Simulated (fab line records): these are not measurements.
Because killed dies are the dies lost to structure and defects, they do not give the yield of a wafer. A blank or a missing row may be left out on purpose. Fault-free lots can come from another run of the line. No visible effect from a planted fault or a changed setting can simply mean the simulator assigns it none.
Which tool is to blame? / flow n5Finfet / 24 lots, 72 wafers sampled, at 4 steps of a route of 1938

## WHAT EACH GAUGE READ, for each wafer
N5_BEOL_M14_CD_MEAS_28 targets a cd of 284.4 nm. Usual: cdNm at 284.8 nm, with a standard deviation of 1.7.
lot=L074; measured=day 11 23:12; on=cdSem-03; cdNm (nm)=287.6 285.3 285.1; flag=
lot=L076; measured=day 12 01:43; on=cdSem-02; cdNm (nm)=283.2 284.1 284.6; flag=
lot=L075; measured=day 12 12:34; on=cdSem-02; cdNm (nm)=286.2 285.4 287.7; flag=
lot=L079; measured=day 12 15:19; on=cdSem-02; cdNm (nm)=283.7 284.8 286.7; flag=
lot=L078; measured=day 12 22:39; on=cdSem-03; cdNm (nm)=284.9 287.0 285.8; flag=
lot=L081; measured=day 13 11:51; on=cdSem-01; cdNm (nm)=285.3 285.1 286.0; flag=
lot=L082; measured=day 13 13:17; on=cdSem-03; cdNm (nm)=281.2 281.3 282.9; flag=
lot=L077; measured=day 13 19:28; on=cdSem-03; cdNm (nm)=282.9 286.8 286.5; flag=
lot=L080; measured=day 13 22:26; on=cdSem-02; cdNm (nm)=283.4 284.4 284.6; flag=
lot=L083; measured=day 14 02:08; on=cdSem-03; cdNm (nm)=284.7 282.2 284.8; flag=
lot=L084; measured=day 14 06:55; on=cdSem-01; cdNm (nm)=287.1 287.5 287.0; flag=
lot=L085; measured=day 14 22:08; on=cdSem-02; cdNm (nm)=287.1 286.3 288.1; flag=
lot=L086; measured=day 14 22:31; on=cdSem-03; cdNm (nm)=286.5 284.1 286.2; flag=
lot=L088; measured=day 14 22:43; on=cdSem-02; cdNm (nm)=286.7 284.5 285.3; flag=
lot=L087; measured=day 15 04:48; on=cdSem-01; cdNm (nm)=287.6 284.6 285.2; flag=
lot=L090; measured=day 15 20:02; on=cdSem-03; cdNm (nm)=285.6 285.8 283.3; flag=
lot=L089; measured=day 16 02:15; on=cdSem-03; cdNm (nm)=284.0 282.2 284.9; flag=
lot=L091; measured=day 16 03:27; on=cdSem-02; cdNm (nm)=284.9 284.4 284.9; flag=
lot=L092; measured=day 16 08:06; on=cdSem-02; cdNm (nm)=284.8 285.0 283.7; flag=
lot=L094; measured=day 16 21:03; on=cdSem-02; cdNm (nm)=286.0 286.2 283.2; flag=
lot=L095; measured=day 16 21:13; on=cdSem-01; cdNm (nm)=285.1 285.7 282.7; flag=
lot=L096; measured=day 16 21:15; on=cdSem-03; cdNm (nm)=282.7 283.4 284.5; flag=
lot=L093; measured=day 16 23:08; on=cdSem-03; cdNm (nm)=284.3 284.1 283.9; flag=
lot=L097; measured=day 16 23:53; on=cdSem-02; cdNm (nm)=283.8 283.6 284.9; flag=

N5_BEOL_M14_OVL_MEAS_29. Usual: for M14_OVL the level is 0 nm and the standard deviation is 4.8.
lot=L074; measured=day 11 23:14; on=overlay-02; M14_OVL (nm)=1 8 0; flag=
lot=L076; measured=day 12 01:45; on=overlay-02; M14_OVL (nm)=2 3 1; flag=
lot=L075; measured=day 12 12:35; on=overlay-01; M14_OVL (nm)=1 2 -3; flag=
lot=L079; measured=day 12 15:22; on=overlay-02; M14_OVL (nm)=-3 4 -5; flag=
lot=L078; measured=day 12 22:41; on=overlay-02; M14_OVL (nm)=-1 -1 1; flag=
lot=L081; measured=day 13 11:53; on=overlay-02; M14_OVL (nm)=-2 5 0; flag=
lot=L082; measured=day 13 13:19; on=overlay-01; M14_OVL (nm)=-2 1 -2; flag=
lot=L077; measured=day 13 19:29; on=overlay-01; M14_OVL (nm)=3 8 6; flag=
lot=L080; measured=day 13 22:28; on=overlay-02; M14_OVL (nm)=-5 2 -4; flag=
lot=L083; measured=day 14 02:10; on=overlay-02; M14_OVL (nm)=-3 -11 -3; flag=
lot=L084; measured=day 14 06:57; on=overlay-02; M14_OVL (nm)=3 6 4; flag=
lot=L085; measured=day 14 22:10; on=overlay-01; M14_OVL (nm)=-8 1 -6; flag=
lot=L086; measured=day 14 22:33; on=overlay-01; M14_OVL (nm)=3 5 7; flag=
lot=L088; measured=day 14 22:45; on=overlay-01; M14_OVL (nm)=-8 -3 -10; flag=
lot=L087; measured=day 15 04:50; on=overlay-02; M14_OVL (nm)=6 11 8; flag=
lot=L090; measured=day 15 20:04; on=overlay-02; M14_OVL (nm)=2 3 3; flag=
lot=L089; measured=day 16 02:17; on=overlay-01; M14_OVL (nm)=-8 3 2; flag=
lot=L091; measured=day 16 03:29; on=overlay-02; M14_OVL (nm)=-12 2 -1; flag=
lot=L092; measured=day 16 08:08; on=overlay-01; M14_OVL (nm)=3 3 -1; flag=
lot=L094; measured=day 16 21:05; on=overlay-02; M14_OVL (nm)=2 -1 0; flag=
lot=L095; measured=day 16 21:14; on=overlay-01; M14_OVL (nm)=2 -6 -1; flag=
lot=L096; measured=day 16 21:17; on=overlay-02; M14_OVL (nm)=0 0 1; flag=
lot=L093; measured=day 16 23:10; on=overlay-02; M14_OVL (nm)=0 -7 -1; flag=
lot=L097; measured=day 16 23:55; on=overlay-01; M14_OVL (nm)=2 2 4; flag=

N5_BEOL_M15_CD_MEAS_28 targets a cd of 407.6 nm. Usual: cdNm at 408.3 nm, with a standard deviation of 1.6.
lot=L074; measured=day 12 05:57; on=cdSem-03; cdNm (nm)=406.2 406.0 407.1; flag=
lot=L076; measured=day 12 08:36; on=cdSem-02; cdNm (nm)=407.4 407.4 407.3; flag=
lot=L075; measured=day 12 19:35; on=cdSem-02; cdNm (nm)=408.7 410.1 409.6; flag=
lot=L079; measured=day 12 22:06; on=cdSem-02; cdNm (nm)=408.2 406.1 406.0; flag=
lot=L078; measured=day 13 06:25; on=cdSem-02; cdNm (nm)=411.1 409.5 409.8; flag=
lot=L081; measured=day 13 18:06; on=cdSem-01; cdNm (nm)=410.1 408.5 407.0; flag=
lot=L082; measured=day 13 19:08; on=cdSem-02; cdNm (nm)=409.0 412.2 410.0; flag=
lot=L077; measured=day 14 01:47; on=cdSem-01; cdNm (nm)=407.7 409.8 406.0; flag=
lot=L080; measured=day 14 08:45; on=cdSem-03; cdNm (nm)=407.4 410.9 409.9; flag=
lot=L083; measured=day 14 09:34; on=cdSem-03; cdNm (nm)=408.1 406.3 408.6; flag=
lot=L084; measured=day 14 14:02; on=cdSem-01; cdNm (nm)=406.9 408.8 407.2; flag=
lot=L085; measured=day 15 03:54; on=cdSem-02; cdNm (nm)=409.2 409.9 407.5; flag=
lot=L086; measured=day 15 03:56; on=cdSem-03; cdNm (nm)=408.4 410.2 408.1; flag=
lot=L088; measured=day 15 03:59; on=cdSem-03; cdNm (nm)=410.2 412.1 409.3; flag=
lot=L087; measured=day 15 09:22; on=cdSem-01; cdNm (nm)=409.5 408.9 406.5; flag=
lot=L090; measured=day 16 02:05; on=cdSem-03; cdNm (nm)=408.7 408.2 405.8; flag=
lot=L089; measured=day 16 08:43; on=cdSem-02; cdNm (nm)=407.4 409.5 409.7; flag=
lot=L091; measured=day 16 10:55; on=cdSem-03; cdNm (nm)=409.2 410.5 410.6; flag=
lot=L092; measured=day 16 15:12; on=cdSem-03; cdNm (nm)=407.4 404.3 407.6; flag=
lot=L094; measured=day 17 04:36; on=cdSem-03; cdNm (nm)=408.6 407.4 407.2; flag=
lot=L095; measured=day 17 05:11; on=cdSem-03; cdNm (nm)=406.6 407.7 408.0; flag=
lot=L096; measured=day 17 05:37; on=cdSem-02; cdNm (nm)=405.1 406.7 406.4; flag=
lot=L093; measured=day 17 08:33; on=cdSem-03; cdNm (nm)=410.0 408.8 408.9; flag=
lot=L097; measured=day 17 08:54; on=cdSem-01; cdNm (nm)=406.4 408.2 406.4; flag=

## WHICH TOOL RAN EACH LOT (tool, then ch and the chambers of the sampled wafers, then the start)
lot=L074; N5_BEOL_M14_ETCH_38=rieDiel-04 ch 0,1,3, day 12 05:57 or earlier
lot=L076; N5_BEOL_M14_ETCH_38=rieDiel-04 ch 0,1,3, day 12 08:36 or earlier
lot=L075; N5_BEOL_M14_ETCH_38=rieDiel-05 ch 0,2,3, day 12 19:35 or earlier
lot=L079; N5_BEOL_M14_ETCH_38=rieDiel-03 ch 0,3, day 12 22:06 or earlier
lot=L078; N5_BEOL_M14_ETCH_38=rieDiel-05 ch 1,2, day 13 06:25 or earlier
lot=L081; N5_BEOL_M14_ETCH_38=rieDiel-04 ch 1,2,3, day 13 18:06 or earlier
lot=L082; N5_BEOL_M14_ETCH_38=rieDiel-05 ch 0,1, day 13 19:08 or earlier
lot=L077; N5_BEOL_M14_ETCH_38=rieDiel-05 ch 0,3, day 14 01:47 or earlier
lot=L080; N5_BEOL_M14_ETCH_38=rieDiel-04 ch 1,2,3, day 14 08:45 or earlier
lot=L083; N5_BEOL_M14_ETCH_38=rieDiel-03 ch 0,2,3, day 14 09:34 or earlier
lot=L084; N5_BEOL_M14_ETCH_38=rieDiel-05 ch 0,2,3, day 14 14:02 or earlier
lot=L085; N5_BEOL_M14_ETCH_38=rieDiel-04 ch 0,1,3, day 15 03:54 or earlier
lot=L086; N5_BEOL_M14_ETCH_38=rieDiel-03 ch 0,2,3, day 15 03:56 or earlier
lot=L088; N5_BEOL_M14_ETCH_38=rieDiel-03 ch 0,1,2, day 15 03:59 or earlier
lot=L087; N5_BEOL_M14_ETCH_38=rieDiel-03 ch 1,3, day 15 09:22 or earlier
lot=L090; N5_BEOL_M14_ETCH_38=rieDiel-03 ch 1,3, day 16 02:05 or earlier
lot=L089; N5_BEOL_M14_ETCH_38=rieDiel-05 ch 0,2, day 16 08:43 or earlier
lot=L091; N5_BEOL_M14_ETCH_38=rieDiel-04 ch 0,2,3, day 16 10:55 or earlier
lot=L092; N5_BEOL_M14_ETCH_38=rieDiel-03 ch 0,2, day 16 15:12 or earlier
lot=L094; N5_BEOL_M14_ETCH_38=rieDiel-05 ch 0,1,2, day 17 04:36 or earlier
lot=L095; N5_BEOL_M14_ETCH_38=rieDiel-05 ch 0,2,3, day 17 05:11 or earlier
lot=L096; N5_BEOL_M14_ETCH_38=rieDiel-03 ch 0,1,2, day 17 05:37 or earlier
lot=L093; N5_BEOL_M14_ETCH_38=rieDiel-05 ch 0,1, day 17 08:33 or earlier
lot=L097; N5_BEOL_M14_ETCH_38=rieDiel-05 ch 1,2,3, day 17 08:54 or earlier
- N5_BEOL_M14_ETCH_38: etches SiCN in CF4/N2, target depth 106.5 nm, time 120.6 s.

## AS READ BY THE TOOLS THEMSELVES (means over the sampled wafers that have a number; for cases with no such wafer, the mark the record gives instead)
N5_BEOL_M14_ETCH_38. Usual: drypumpMotorCurrentA 5.6 A, standard deviation 0.56; oesProductAu 0.78 a.u., standard deviation 0.071; rfVppV 381.2 V, standard deviation 2.4; showerheadPlenumPTorr 2.17 Torr, standard deviation 0.086; throttleValvePct 15.47 %, standard deviation 0.2.
lot=L074; tool=rieDiel-04; drypumpMotorCurrentA (A)=6.1; oesProductAu (a.u.)=0.84; rfVppV (V)=385.8; showerheadPlenumPTorr (Torr)=2.32; throttleValvePct (%)=15.35; flag=
lot=L076; tool=rieDiel-04; drypumpMotorCurrentA (A)=6.2; oesProductAu (a.u.)=0.83; rfVppV (V)=385.1; showerheadPlenumPTorr (Torr)=2.32; throttleValvePct (%)=15.34; flag=
lot=L075; tool=rieDiel-05; drypumpMotorCurrentA (A)=5.3; oesProductAu (a.u.)=0.76; rfVppV (V)=381.3; showerheadPlenumPTorr (Torr)=2.15; throttleValvePct (%)=15.52; flag=
lot=L079; tool=rieDiel-03; drypumpMotorCurrentA (A)=5.4; oesProductAu (a.u.)=0.72; rfVppV (V)=378.7; showerheadPlenumPTorr (Torr)=2.06; throttleValvePct (%)=15.58; flag=
lot=L078; tool=rieDiel-05; drypumpMotorCurrentA (A)=5.9; oesProductAu (a.u.)=0.79; rfVppV (V)=381.1; showerheadPlenumPTorr (Torr)=2.16; throttleValvePct (%)=15.68; flag=
lot=L081; tool=rieDiel-04; drypumpMotorCurrentA (A)=5.9; oesProductAu (a.u.)=0.87; rfVppV (V)=384.0; showerheadPlenumPTorr (Torr)=2.26; throttleValvePct (%)=15.23; flag=
lot=L082; tool=rieDiel-05; drypumpMotorCurrentA (A)=5.4; oesProductAu (a.u.)=0.74; rfVppV (V)=379.7; showerheadPlenumPTorr (Torr)=2.12; throttleValvePct (%)=15.47; flag=
lot=L077; tool=rieDiel-05; drypumpMotorCurrentA (A)=5.0; oesProductAu (a.u.)=0.73; rfVppV (V)=379.8; showerheadPlenumPTorr (Torr)=2.12; throttleValvePct (%)=15.42; flag=
lot=L080; tool=rieDiel-04; drypumpMotorCurrentA (A)=5.9; oesProductAu (a.u.)=0.86; rfVppV (V)=383.4; showerheadPlenumPTorr (Torr)=2.26; throttleValvePct (%)=15.25; flag=
lot=L083; tool=rieDiel-03; drypumpMotorCurrentA (A)=5.2; oesProductAu (a.u.)=0.78; rfVppV (V)=378.9; showerheadPlenumPTorr (Torr)=2.10; throttleValvePct (%)=15.46; flag=
lot=L084; tool=rieDiel-05; drypumpMotorCurrentA (A)=5.3; oesProductAu (a.u.)=0.75; rfVppV (V)=380.8; showerheadPlenumPTorr (Torr)=2.15; throttleValvePct (%)=15.57; flag=
lot=L085; tool=rieDiel-04; drypumpMotorCurrentA (A)=6.2; oesProductAu (a.u.)=0.81; rfVppV (V)=384.5; showerheadPlenumPTorr (Torr)=2.31; throttleValvePct (%)=15.39; flag=
lot=L086; tool=rieDiel-03; drypumpMotorCurrentA (A)=5.2; oesProductAu (a.u.)=0.77; rfVppV (V)=379.7; showerheadPlenumPTorr (Torr)=2.10; throttleValvePct (%)=15.47; flag=
lot=L088; tool=rieDiel-03; drypumpMotorCurrentA (A)=5.5; oesProductAu (a.u.)=0.85; rfVppV (V)=382.0; showerheadPlenumPTorr (Torr)=2.17; throttleValvePct (%)=15.39; flag=
lot=L087; tool=rieDiel-03; drypumpMotorCurrentA (A)=5.8; oesProductAu (a.u.)=0.76; rfVppV (V)=379.7; showerheadPlenumPTorr (Torr)=2.10; throttleValvePct (%)=15.57; flag=
lot=L090; tool=rieDiel-03; drypumpMotorCurrentA (A)=5.8; oesProductAu (a.u.)=0.75; rfVppV (V)=378.7; showerheadPlenumPTorr (Torr)=2.10; throttleValvePct (%)=15.58; flag=
lot=L089; tool=rieDiel-05; drypumpMotorCurrentA (A)=5.4; oesProductAu (a.u.)=0.72; rfVppV (V)=380.1; showerheadPlenumPTorr (Torr)=2.13; throttleValvePct (%)=15.53; flag=
lot=L091; tool=rieDiel-04; drypumpMotorCurrentA (A)=6.0; oesProductAu (a.u.)=0.81; rfVppV (V)=383.1; showerheadPlenumPTorr (Torr)=2.26; throttleValvePct (%)=15.32; flag=
lot=L092; tool=rieDiel-03; drypumpMotorCurrentA (A)=5.0; oesProductAu (a.u.)=0.82; rfVppV (V)=379.9; showerheadPlenumPTorr (Torr)=2.14; throttleValvePct (%)=15.36; flag=
lot=L094; tool=rieDiel-05; drypumpMotorCurrentA (A)=5.7; oesProductAu (a.u.)=0.73; rfVppV (V)=380.1; showerheadPlenumPTorr (Torr)=2.14; throttleValvePct (%)=15.65; flag=
lot=L095; tool=rieDiel-05; drypumpMotorCurrentA (A)=5.3; oesProductAu (a.u.)=0.72; rfVppV (V)=380.4; showerheadPlenumPTorr (Torr)=2.14; throttleValvePct (%)=15.61; flag=
lot=L096; tool=rieDiel-03; drypumpMotorCurrentA (A)=5.5; oesProductAu (a.u.)=0.83; rfVppV (V)=381.0; showerheadPlenumPTorr (Torr)=2.17; throttleValvePct (%)=15.43; flag=
lot=L093; tool=rieDiel-05; drypumpMotorCurrentA (A)=5.6; oesProductAu (a.u.)=0.73; rfVppV (V)=380.9; showerheadPlenumPTorr (Torr)=2.11; throttleValvePct (%)=15.64; flag=
lot=L097; tool=rieDiel-05; drypumpMotorCurrentA (A)=5.5; oesProductAu (a.u.)=0.75; rfVppV (V)=380.7; showerheadPlenumPTorr (Torr)=2.15; throttleValvePct (%)=15.71; flag=

## THE ANSWER, worked out from the rows above alone
Rule: a lot is off if the mean of its wafers that have a number lies more than 3 standard deviations from the usual mean. A lot without any number at a reading at which 4 lots or more have one is off too. All remaining lots with rows at the step are treated as sound. After the gauges, taken in route order, come the tools' own readings; for these a lot's mean is taken, as printed above. At the first step where some lot is off, the reading lying furthest off is the one used; lots without a number count as furthest.
No lot is off at any reading shown: from this, nothing can be told.

## WHAT THE SIMULATOR HAD PUT IN
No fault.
